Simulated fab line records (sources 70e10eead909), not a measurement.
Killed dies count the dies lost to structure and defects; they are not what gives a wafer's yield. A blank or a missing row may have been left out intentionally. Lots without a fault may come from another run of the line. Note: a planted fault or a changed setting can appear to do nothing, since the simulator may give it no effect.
fab line records	flow nand-harc
record: lots: 24	wafers: 72	last-day: 33
route steps=1302 shown A_SIN_REMOVE@951 A_WL_FILL@959 A_CONTACT@997
lots that met no fault: taken from a fault-free run of the same line
start-h: hours from the record's first day to the start of the lot's first wafer shown	wait-h: how many hours have passed since the lot's step before this one	" repeats the value in the row above	L1.1+2: one row covering several wafers at once	- no value, or no start was given	* or withheld: withheld	< > ~ a bound
route shown NAME@n: a module of which the file shows steps, and the number in the route of the first	usual: mean/standard deviation of fault-free wafers	same: alike in all rows	chamber/n: place in a boat	sites: readings site by site	_std_site: standard deviation of those values	_edge_site: outer sites' mean less inner sites'	radius-mm: for every site, how far away it sits from the centre of the wafer	mask NAME#n: copy n	behind: the most recent tool/chamber to have shaped the wafer	hold: why the lot was held/for how many hours/how that ended	device: transistor that didn't switch, given as n, p or np	end of line: the tests these same wafers got at the end of their route	where a step has no rows: the recipe by itself	killed: not the wafer's yield, but the dies lost to structure and defects at the first sort	map: shows each die of a wafer: x if killed, . if not, _ if none is there
set.NAME: setting as actually run; set.NAME@STEP: the setting as run at that earlier step	model.NAME: the simulator's own value behind a step, which no gauge read
a sample of lots followed through the steps of the route, with each step as a table and each wafer as a row
services: a tool's chamber out of use, with start hour (start-h, from the record's first day; less than 0 if before it), hours out, and reason
== steps ==
step: NHARC_A_SIN_REMOVE_INSPECT_04
usual: raw-defect-count: 372/78
lot.wafer	tool	chamber	start-h	wait-h	raw-defect-count
L074.2	defect-inspect-01	-	468.28	0.0	308
L074.3	"	-	"	"	334
L074.6	"	-	"	"	327
L075.2	defect-inspect-01	-	470.78	0.0	407
L075.4	"	-	"	"	444
L075.5	"	-	"	"	452
L076.2	defect-inspect-02	-	489.28	0.0	356
L076.5	"	-	"	"	494
L076.6	"	-	"	"	428
L077.3	defect-inspect-01	-	489.28	0.0	378
L077.4	"	-	"	"	370
L077.5	"	-	"	"	330
L078.1	defect-inspect-02	-	493.56	0.0	244
L078.2	"	-	"	"	378
L078.4	"	-	"	"	337
L079.2	defect-inspect-02	-	502.40	0.0	390
L079.3	"	-	"	"	361
L079.5	"	-	"	"	368
L081.1	defect-inspect-01	-	532.10	0.0	507
L081.3	"	-	"	"	391
L081.5	"	-	"	"	390
L080.3	defect-inspect-02	-	540.55	0.0	348
L080.5	"	-	"	"	471
L080.6	"	-	"	"	385
L083.2	defect-inspect-02	-	557.85	0.0	323
L083.5	"	-	"	"	310
L083.6	"	-	"	"	535
L082.4	defect-inspect-02	-	562.59	0.0	462
L082.5	"	-	"	"	447
L082.6	"	-	"	"	496
L085.3	defect-inspect-02	-	578.21	0.0	363
L085.4	"	-	"	"	333
L085.5	"	-	"	"	373
L084.4	defect-inspect-01	-	582.03	0.0	443
L084.5	"	-	"	"	356
L084.6	"	-	"	"	524
L086.2	defect-inspect-02	-	582.07	0.0	308
L086.5	"	-	"	"	298
L086.6	"	-	"	"	368
L087.2	defect-inspect-02	-	585.81	0.0	299
L087.3	"	-	"	"	345
L087.4	"	-	"	"	346
L088.2	defect-inspect-02	-	611.19	0.0	414
L088.4	"	-	"	"	479
L088.5	"	-	"	"	398
L089.3	defect-inspect-01	-	611.20	0.0	239
L089.5	"	-	"	"	320
L089.6	"	-	"	"	251
L091.2	defect-inspect-02	-	639.72	0.0	446
L091.3	"	-	"	"	359
L091.4	"	-	"	"	349
L092.1	defect-inspect-01	-	639.73	0.0	309
L092.2	"	-	"	"	327
L092.5	"	-	"	"	279
L090.1	defect-inspect-02	-	643.50	0.0	350
L090.2	"	-	"	"	310
L090.3	"	-	"	"	313
L093.2	defect-inspect-01	-	651.61	0.0	489
L093.3	"	-	"	"	317
L093.4	"	-	"	"	408
L094.2	defect-inspect-02	-	668.23	0.0	249
L094.4	"	-	"	"	317
L094.5	"	-	"	"	289
L095.1	defect-inspect-01	-	668.23	0.0	489
L095.2	"	-	"	"	465
L095.4	"	-	"	"	515
L096.1	defect-inspect-01	-	685.30	0.0	310
L096.3	"	-	"	"	268
L096.6	"	-	"	"	284
L097.1	defect-inspect-01	-	699.54	0.0	374
L097.2	"	-	"	"	429
L097.5	"	-	"	"	318
step: NHARC_A_WL_FILL_STRIP_27
recipe: power-w: 1500	temp-c: 250	time-s: 20	chemistry: N2/H2
usual: drypump-motor-current-A: 6.2/0.38	heater-power-w: 316/24
lot.wafer	tool	chamber	start-h	wait-h	drypump-motor-current-A	heater-power-w	rf-hours-counter-h
L074.2	plasma-asher-02	1	470.04	0.1	6.4	311	7
L074.3	"	1	"	"	6.4	314	-
L074.6	"	0	"	"	6.5	346	-
L075.2	plasma-asher-02	1	472.54	0.1	6.4	308	9
L075.4	"	1	"	"	6.4	313	-
L075.5	"	1	"	"	6.4	314	-
L076.2	plasma-asher-02	1	491.02	0.1	6.4	309	12
L076.5	"	1	"	"	6.4	307	-
L076.6	"	0	"	"	6.4	334	-
L077.4	plasma-asher-01	0	491.23	0.1	5.7	309	-
L077.3	"	1	"	"	5.5	273	-
L077.5	"	0	"	"	5.7	321	-
L078.1	plasma-asher-02	0	495.31	0.1	6.4	343	12
L078.2	"	1	"	"	6.4	317	12
L078.4	"	1	"	"	6.4	316	-
L079.2	plasma-asher-02	1	504.19	0.1	6.4	311	13
L079.3	"	0	"	"	6.4	341	-
L079.5	"	0	"	"	6.4	350	-
L081.1	plasma-asher-02	0	533.86	0.1	6.4	344	20
L081.3	"	1	"	"	6.4	308	-
L081.5	"	1	"	"	6.4	306	-
L080.3	plasma-asher-01	1	542.56	0.2	5.5	260	-
L080.5	"	0	"	"	5.7	319	-
L080.6	"	1	"	"	5.5	277	-
L083.2	plasma-asher-02	1	559.58	0.1	6.4	312	26
L083.6	"	1	"	"	6.4	311	-
L083.5	"	0	"	"	6.4	343	-
L082.4	plasma-asher-02	1	564.39	0.1	6.4	308	-
L082.5	"	1	"	"	6.4	322	-
L082.6	"	0	"	"	6.4	334	-
L085.3	plasma-asher-02	1	580.00	0.1	6.4	312	-
L085.4	"	0	"	"	6.4	345	-
L085.5	"	0	"	"	6.4	325	-
L084.4	plasma-asher-02	1	583.83	0.2	6.4	308	-
L084.5	"	0	"	"	6.5	346	-
L084.6	"	1	"	"	6.4	310	-
L086.2	plasma-asher-01	0	583.88	0.1	5.7	327	13
L086.5	"	0	"	"	5.7	327	-
L086.6	"	1	"	"	5.5	271	-
L087.2	plasma-asher-02	0	587.55	0.1	6.4	344	33
L087.4	"	0	"	"	6.4	340	-
L087.3	"	1	"	"	6.4	309	-
L088.2	plasma-asher-01	0	612.95	0.1	5.7	330	20
L088.4	"	0	"	"	5.7	327	-
L088.5	"	0	"	"	5.7	325	-
L089.3	plasma-asher-02	1	613.47	0.2	6.4	326	-
L089.5	"	0	"	"	6.5	309	-
L089.6	"	1	"	"	6.4	327	-
L091.2	plasma-asher-02	1	641.75	0.3	6.4	318	9
L091.4	"	1	"	"	6.4	315	-
L091.3	"	0	"	"	6.5	325	-
L092.2	plasma-asher-02	0	641.94	0.1	6.4	321	9
L092.1	"	1	"	"	6.4	326	9
L092.5	"	0	"	"	6.4	317	-
L090.1	plasma-asher-01	0	645.25	0.1	5.7	324	23
L090.2	"	1	"	"	5.5	264	23
L090.3	"	0	"	"	5.7	321	-
L093.2	plasma-asher-01	0	653.37	0.2	5.7	313	24
L093.3	"	1	"	"	5.5	265	-
L093.4	"	0	"	"	5.7	318	-
L094.2	plasma-asher-01	0	670.06	0.1	5.7	321	28
L094.4	"	1	"	"	5.5	268	-
L094.5	"	0	"	"	5.7	322	-
L095.1	plasma-asher-02	1	670.47	0.2	6.4	323	15
L095.2	"	0	"	"	6.4	323	15
L095.4	"	0	"	"	6.4	321	-
L096.1	plasma-asher-02	0	687.06	0.1	6.5	316	19
L096.3	"	0	"	"	6.5	318	-
L096.6	"	1	"	"	6.4	325	-
L097.1	plasma-asher-02	1	701.79	0.4	6.4	327	25
L097.2	"	0	"	"	6.4	332	25
L097.5	"	1	"	"	6.4	325	-
step: NHARC_A_CONTACT_CD_MEAS_42
recipe: target-cd-nm: 300	landing-energy-ev: 500
usual: cd-nm: 299.9/0.47
lot.wafer	tool	chamber	start-h	wait-h	cd-nm
L074.2	cd-sem-01	0	496.67	-	299.8
L074.3	"	0	"	"	300.5
L074.6	"	0	"	"	299.8
L075.2	cd-sem-03	0	497.73	-	300.2
L075.4	"	0	"	"	300.5
L075.5	"	0	"	"	299.9
L076.2	cd-sem-03	0	515.09	-	298.4
L076.5	"	0	"	"	299.3
L076.6	"	0	"	"	299.0
L077.3	cd-sem-03	0	515.24	-	299.7
L077.4	"	0	"	"	299.6
L077.5	"	0	"	"	300.5
L078.1	cd-sem-03	0	519.26	-	299.4
L078.2	"	0	"	"	299.4
L078.4	"	0	"	"	299.3
L079.2	cd-sem-03	0	525.83	-	299.5
L079.3	"	0	"	"	299.4
L079.5	"	0	"	"	299.7
L081.1	cd-sem-03	0	557.57	-	299.9
L081.3	"	0	"	"	300.1
L081.5	"	0	"	"	299.9
L080.3	cd-sem-03	0	564.30	-	299.6
L080.5	"	0	"	"	300.4
L080.6	"	0	"	"	300.6
L083.2	cd-sem-03	0	581.74	-	299.3
L083.5	"	0	"	"	299.8
L083.6	"	0	"	"	299.4
L082.4	cd-sem-03	0	587.16	-	299.6
L082.5	"	0	"	"	300.4
L082.6	"	0	"	"	300.0
L085.3	cd-sem-03	0	602.09	-	300.7
L085.4	"	0	"	"	300.6
L085.5	"	0	"	"	300.3
L086.2	cd-sem-01	0	606.25	-	300.2
L086.5	"	0	"	"	300.4
L086.6	"	0	"	"	300.6
L084.4	cd-sem-02	0	606.41	-	299.3
L084.5	"	0	"	"	298.9
L084.6	"	0	"	"	299.0
L087.2	cd-sem-03	0	612.04	-	299.7
L087.3	"	0	"	"	299.6
L087.4	"	0	"	"	299.9
L088.2	cd-sem-01	0	637.48	-	300.3
L088.4	"	0	"	"	300.2
L088.5	"	0	"	"	299.9
L089.3	cd-sem-02	0	638.50	-	299.9
L089.5	"	0	"	"	300.3
L089.6	"	0	"	"	300.0
L091.2	cd-sem-03	0	663.50	-	299.5
L091.3	"	0	"	"	300.1
L091.4	"	0	"	"	299.9
L092.1	cd-sem-01	0	663.65	-	299.9
L092.2	"	0	"	"	299.4
L092.5	"	0	"	"	299.9
L090.1	cd-sem-03	0	667.40	-	299.9
L090.2	"	0	"	"	299.9
L090.3	"	0	"	"	300.2
L093.2	cd-sem-02	0	676.42	-	299.2
L093.3	"	0	"	"	299.7
L093.4	"	0	"	"	299.0
L094.2	cd-sem-02	0	694.29	-	299.8
L094.4	"	0	"	"	299.6
L094.5	"	0	"	"	300.1
L095.1	cd-sem-02	0	695.66	-	301.1
L095.2	"	0	"	"	300.1
L095.4	"	0	"	"	299.8
L096.1	cd-sem-03	0	714.10	-	299.8
L096.3	"	0	"	"	300.3
L096.6	"	0	"	"	300.4
L097.1	cd-sem-01	0	724.17	-	299.8
L097.2	"	0	"	"	299.4
L097.5	"	0	"	"	300.3
step: NHARC_A_CONTACT_ETCH_49
recipe: target-depth-a: 2600	over-etch-frac: 0.3	time-s: 475.3	ion-energy-ev: 200	n2-flow-sccm: 150	h2-flow-sccm: 150	ar-flow-sccm: 0	rf-w: 400	bias-w: 150	chemistry: N2/H2
usual: drypump-motor-current-A: 5.7/0.48	oes-product-au: 1.001/0.0069	rf-vpp-V: 429.5/1.3	showerhead-plenum-p-Torr: 2.00/0.04	throttle-valve-pct: 14.171/0.0093
lot.wafer	tool	chamber	start-h	wait-h	drypump-motor-current-A	oes-product-au	rf-hours-counter-h	rf-vpp-V	showerhead-plenum-p-Torr	throttle-valve-pct
L074.2	rie-diel-12	0	-	-	5.5	1.012	9	429.7	2.03	14.170
L074.3	"	2	"	"	5.1	1.010	6	429.9	1.98	14.161
L074.6	"	0	"	"	5.5	1.008	-	429.6	2.03	14.172
L075.2	rie-diel-06	2	-	-	5.0	1.004	1	431.3	2.04	14.161
L075.4	"	3	"	"	5.9	0.998	2	426.8	1.94	14.160
L075.5	"	0	"	"	5.8	1.010	-	429.7	1.99	14.183
L076.2	rie-diel-12	0	-	-	5.5	1.000	13	429.1	2.03	14.162
L076.6	"	0	"	"	5.5	1.004	-	430.1	2.03	14.165
L076.5	"	1	"	"	5.8	0.998	-	431.4	2.04	14.177
L077.3	rie-diel-06	1	-	-	5.8	1.008	7	431.6	2.08	14.163
L077.4	"	3	"	"	5.9	1.007	7	427.2	1.94	14.177
L077.5	"	1	"	"	5.8	1.016	-	432.5	2.08	14.172
L078.1	rie-diel-12	0	-	-	5.5	1.000	14	429.1	2.03	14.186
L078.2	"	2	"	"	5.0	0.992	12	429.1	1.98	14.168
L078.4	"	3	"	"	6.5	1.003	12	429.3	1.99	14.174
L079.3	rie-diel-12	2	-	-	5.1	0.996	14	428.7	1.98	14.159
L079.2	"	3	"	"	6.5	0.993	13	429.7	1.99	14.178
L079.5	"	3	"	"	6.5	0.999	-	430.6	1.99	14.165
L081.3	rie-diel-09	3	-	-	5.8	1.008	20	432.5	2.07	14.182
L081.1	"	2	"	"	5.8	1.001	20	430.1	2.03	14.179
L081.5	"	0	"	"	5.7	1.012	-	427.8	1.92	14.155
L080.3	rie-diel-09	3	-	-	5.8	0.993	22	432.5	2.07	14.157
L080.6	"	2	"	"	5.9	0.993	-	430.6	2.03	14.169
L080.5	"	3	"	"	5.8	0.994	-	430.5	2.07	14.165
L083.2	rie-diel-12	3	-	-	6.5	1.008	20	429.1	1.99	14.158
L083.6	"	2	"	"	5.1	1.010	-	429.1	1.97	14.167
L083.5	"	3	"	"	6.5	1.001	-	428.6	1.99	14.170
L082.4	rie-diel-12	1	-	-	5.8	1.009	23	430.4	2.03	14.183
L082.6	"	0	"	"	5.5	1.012	-	430.4	2.02	14.177
L082.5	"	1	"	"	5.8	0.997	-	431.7	2.03	14.170
L085.3	rie-diel-12	1	-	-	5.8	0.988	25	431.4	2.03	14.179
L085.4	"	3	"	"	6.5	0.999	26	428.7	1.98	14.176
L085.5	"	0	"	"	5.5	1.004	-	429.7	2.02	14.176
L086.2	rie-diel-12	1	-	-	5.8	1.000	26	431.4	2.03	14.176
L086.6	"	2	"	"	5.1	0.992	-	428.0	1.97	14.185
L086.5	"	3	"	"	6.5	1.005	-	428.9	1.98	14.181
L084.4	rie-diel-12	1	-	-	5.8	0.991	27	431.1	2.03	14.161
L084.6	"	3	"	"	6.5	1.000	-	428.8	1.98	14.177
L084.5	"	0	"	"	5.5	1.007	-	429.5	2.02	14.174
L087.2	rie-diel-09	3	-	-	5.8	0.987	41	431.4	2.06	14.169
L087.3	"	1	"	"	6.2	0.992	39	427.4	1.92	14.167
L087.4	"	0	"	"	5.7	0.995	-	427.5	1.91	14.179
L088.2	rie-diel-06	1	-	-	5.8	1.011	48	430.7	2.07	14.168
L088.4	"	3	"	"	5.9	1.009	39	427.9	1.93	14.174
L088.5	"	0	"	"	5.8	1.000	-	429.4	1.98	14.172
L089.3	rie-diel-12	3	-	-	6.5	0.993	1	428.1	1.98	14.161
L089.6	"	2	"	"	5.1	0.993	-	429.3	1.97	14.175
L089.5	"	3	"	"	6.5	1.001	-	425.8	1.98	14.159
L091.2	rie-diel-12	1	-	-	5.8	0.995	4	431.1	2.03	14.162
L091.3	"	2	"	"	5.1	0.991	4	428.9	1.97	14.179
L091.4	"	0	"	"	5.5	0.987	5	429.9	2.02	14.185
L092.1	rie-diel-12	0	-	-	5.5	1.008	5	428.6	2.02	14.159
L092.2	"	1	"	"	5.8	1.003	4	430.6	2.03	14.186
L092.5	"	0	"	"	5.5	1.010	-	428.3	2.02	14.167
L090.2	rie-diel-12	1	-	-	5.8	0.991	6	429.9	2.03	14.168
L090.3	"	3	"	"	6.5	0.997	7	428.8	1.98	14.189
L090.1	"	0	"	"	5.5	1.009	7	429.5	2.02	14.169
L093.3	rie-diel-12	0	-	-	5.5	1.004	9	430.6	2.02	14.172
L093.4	"	1	"	"	5.8	0.999	8	430.5	2.03	14.162
L093.2	"	2	"	"	5.1	1.005	9	427.7	1.97	14.186
L094.2	rie-diel-12	3	-	-	6.5	0.989	14	428.5	1.98	14.185
L094.4	"	1	"	"	5.8	0.996	12	429.9	2.03	14.167
L094.5	"	3	"	"	6.5	0.992	-	429.0	1.98	14.179
L095.2	rie-diel-12	3	-	-	6.5	1.005	15	429.4	1.98	14.174
L095.4	"	0	"	"	5.5	1.007	14	429.5	2.02	14.178
L095.1	"	1	"	"	5.8	1.012	12	431.0	2.02	14.180
L096.1	rie-diel-12	0	-	-	5.5	1.005	16	427.7	2.01	14.159
L096.3	"	3	"	"	6.5	1.004	18	429.0	1.98	14.163
L096.6	"	2	"	"	5.1	0.997	-	428.5	1.96	14.162
L097.1	rie-diel-06	0	-	-	5.7	1.006	18	429.6	1.97	14.179
L097.2	"	2	"	"	5.0	1.007	18	430.6	2.02	14.174
L097.5	"	3	"	"	5.9	0.991	-	426.6	1.92	14.156
step: NHARC_A_CONTACT_ETCH_111
recipe: source-w: withheld	pressure-mtorr: 20	bias-v: withheld	time-s: 140	target-depth-a: 7000	ar-flow-sccm: withheld	c4f8-flow-sccm: withheld	o2-flow-sccm: withheld	chemistry: C4F8/O2/Ar
lot.wafer	tool	chamber	start-h	wait-h	rf-hours-counter-h
L074.2	har-cap-etch-02	0	498.67	-	83
L074.3	"	1	"	"	-
L074.6	"	1	"	"	-
L075.2	har-cap-etch-02	0	501.25	-	85
L075.4	"	1	"	"	-
L075.5	"	1	"	"	-
L076.2	har-cap-etch-01	0	517.09	-	0
L076.6	"	0	"	"	-
L076.5	"	1	"	"	-
L077.4	har-cap-etch-02	1	517.32	-	-
L077.3	"	0	"	"	-
L077.5	"	0	"	"	-
L078.1	har-cap-etch-03	0	521.28	-	45
L078.2	"	1	"	"	45
L078.4	"	1	"	"	-
L079.2	har-cap-etch-01	1	527.89	-	4
L079.3	"	1	"	"	-
L079.5	"	1	"	"	-
L081.1	har-cap-etch-02	0	559.58	-	100
L081.3	"	1	"	"	-
L081.5	"	0	"	"	-
L080.3	har-cap-etch-01	0	566.37	-	-
L080.5	"	0	"	"	-
L080.6	"	1	"	"	-
L083.2	har-cap-etch-03	0	583.77	-	53
L083.5	"	1	"	"	-
L083.6	"	0	"	"	-
L082.4	har-cap-etch-01	1	589.25	-	-
L082.5	"	0	"	"	-
L082.6	"	1	"	"	-
L085.3	har-cap-etch-02	1	604.18	-	-
L085.4	"	0	"	"	-
L085.5	"	0	"	"	-
L086.2	har-cap-etch-03	0	608.48	-	57
L086.5	"	1	"	"	-
L086.6	"	0	"	"	-
L084.4	har-cap-etch-01	1	609.40	-	-
L084.6	"	0	"	"	-
L084.5	"	1	"	"	-
L087.2	har-cap-etch-02	0	614.51	-	110
L087.4	"	1	"	"	-
L087.3	"	0	"	"	-
L088.2	har-cap-etch-01	1	639.48	-	22
L088.4	"	0	"	"	-
L088.5	"	0	"	"	-
L089.3	har-cap-etch-02	1	640.59	-	-
L089.6	"	1	"	"	-
L089.5	"	0	"	"	-
L091.2	har-cap-etch-02	1	665.74	-	120
L091.4	"	0	"	"	-
L091.3	"	1	"	"	-
L092.2	har-cap-etch-03	1	666.57	-	66
L092.1	"	0	"	"	66
L092.5	"	0	"	"	-
L090.2	har-cap-etch-01	1	669.55	-	28
L090.1	"	0	"	"	28
L090.3	"	1	"	"	-
L093.2	har-cap-etch-03	1	678.45	-	68
L093.3	"	0	"	"	-
L093.4	"	1	"	"	-
L094.2	har-cap-etch-01	1	696.29	-	33
L094.4	"	1	"	"	-
L094.5	"	0	"	"	-
L095.2	har-cap-etch-02	1	697.68	-	127
L095.1	"	0	"	"	127
L095.4	"	0	"	"	-
L096.1	har-cap-etch-01	0	716.79	-	37
L096.3	"	0	"	"	-
L096.6	"	0	"	"	-
L097.2	har-cap-etch-03	1	727.77	-	78
L097.1	"	0	"	"	78
L097.5	"	1	"	"	-
step: NHARC_A_CONTACT_DEP_57
recipe: target-thk-a: 53000	temp-c: 400	material: aC
usual: throttle-valve-pct: 35.002/0.0092
lot.wafer	tool	chamber	start-h	wait-h	throttle-valve-pct
L074.2	acl-dep-03	0	504.96	-	34.998
L074.3	"	0	"	"	35.005
L074.6	"	0	507.12	-	35.013
L075.2	acl-dep-02	0	506.25	-	35.006
L075.4	"	0	507.31	-	34.989
L075.5	"	0	"	"	34.997
L076.2	acl-dep-01	0	523.22	-	34.991
L076.5	"	0	524.83	-	34.994
L076.6	"	0	"	"	34.989
L077.3	acl-dep-02	0	524.91	-	35.002
L077.4	"	0	"	"	35.003
L077.5	"	0	"	"	35.004
L078.1	acl-dep-02	0	527.05	-	35.025
L078.2	"	0	"	"	34.999
L078.4	"	0	528.67	-	35.006
L079.2	acl-dep-03	0	532.76	-	35.004
L079.3	"	0	"	"	35.007
L079.5	"	0	534.35	-	35.013
L081.1	acl-dep-03	0	565.46	-	35.007
L081.3	"	0	566.53	-	34.996
L081.5	"	0	567.59	-	35.014
L080.3	acl-dep-03	0	571.66	-	35.006
L080.5	"	0	572.73	-	35.008
L080.6	"	0	"	"	35.000
L083.2	acl-dep-01	0	588.59	-	34.992
L083.5	"	0	590.21	-	34.995
L083.6	"	0	"	"	35.009
L082.4	acl-dep-03	0	597.64	-	35.002
L082.5	"	0	"	"	34.980
L082.6	"	0	"	"	35.009
L085.3	acl-dep-01	0	612.90	-	34.993
L085.4	"	0	"	"	35.017
L085.5	"	0	"	"	35.007
L086.2	acl-dep-03	0	616.36	-	34.990
L086.5	"	0	617.98	-	34.998
L086.6	"	0	"	"	35.007
L084.4	acl-dep-01	0	618.62	-	35.006
L084.5	"	0	"	"	34.991
L084.6	"	0	"	"	35.000
L087.2	acl-dep-01	0	626.39	-	35.001
L087.3	"	0	"	"	34.998
L087.4	"	0	"	"	35.004
L088.2	acl-dep-01	0	644.23	-	34.995
L088.4	"	0	645.30	-	35.006
L088.5	"	0	"	"	34.999
L089.3	acl-dep-03	0	645.83	-	34.999
L089.5	"	0	646.91	-	34.999
L089.6	"	0	"	"	35.003
L091.2	acl-dep-02	0	670.94	-	34.998
L091.3	"	0	"	"	35.020
L091.4	"	0	"	"	34.987
L092.1	acl-dep-01	0	675.67	-	35.010
L092.2	"	0	"	"	35.005
L092.5	"	0	677.82	-	35.001
L090.1	acl-dep-02	0	679.26	-	35.007
L090.2	"	0	"	"	34.991
L090.3	"	0	"	"	34.999
L093.2	acl-dep-01	0	684.43	-	35.023
L093.3	"	0	"	"	34.995
L093.4	"	0	"	"	35.003
L094.2	acl-dep-02	0	701.05	-	34.996
L094.4	"	0	702.14	-	35.005
L094.5	"	0	"	"	34.995
L095.1	acl-dep-03	0	703.31	-	35.003
L095.2	"	0	"	"	35.007
L095.4	"	0	704.94	-	35.000
L096.1	acl-dep-01	0	723.89	-	35.015
L096.3	"	0	724.97	-	34.982
L096.6	"	0	726.58	-	35.005
L097.1	acl-dep-02	0	732.82	-	34.995
L097.2	"	0	"	"	34.985
L097.5	"	0	735.02	-	34.997
== services ==
tool	chamber	start-h	hours	kind
rie-diel-09	2	450.40	4.0	repair
rie-diel-09	0	452.41	12.4	repair
rie-diel-12	1	464.60	2.3	repair
rie-diel-06	-	484.20	9.0	pm
acl-dep-03	-	485.41	13.0	pm
har-cap-etch-01	-	497.00	17.0	pm
rie-diel-06	-	505.03	0.9	repair
plasma-asher-01	-	519.00	9.0	pm
acl-dep-01	-	549.06	13.0	pm
rie-diel-06	2	553.95	8.9	repair
rie-diel-06	2	584.26	14.5	repair
plasma-asher-02	-	593.13	4.2	repair
plasma-asher-02	-	603.07	9.0	pm
acl-dep-02	-	609.85	13.0	pm
plasma-asher-01	-	613.55	11.5	repair
rie-diel-12	-	622.40	9.0	pm
plasma-asher-02	-	631.87	1.2	repair
plasma-asher-01	-	640.72	3.2	repair
rie-diel-06	-	661.20	9.0	pm
acl-dep-03	-	667.42	13.0	pm
plasma-asher-01	-	696.00	9.0	pm
rie-diel-06	1	706.04	23.0	repair
rie-diel-12	1	713.59	23.4	repair
acl-dep-01	-	730.06	13.0	pm
== key ==
fault none
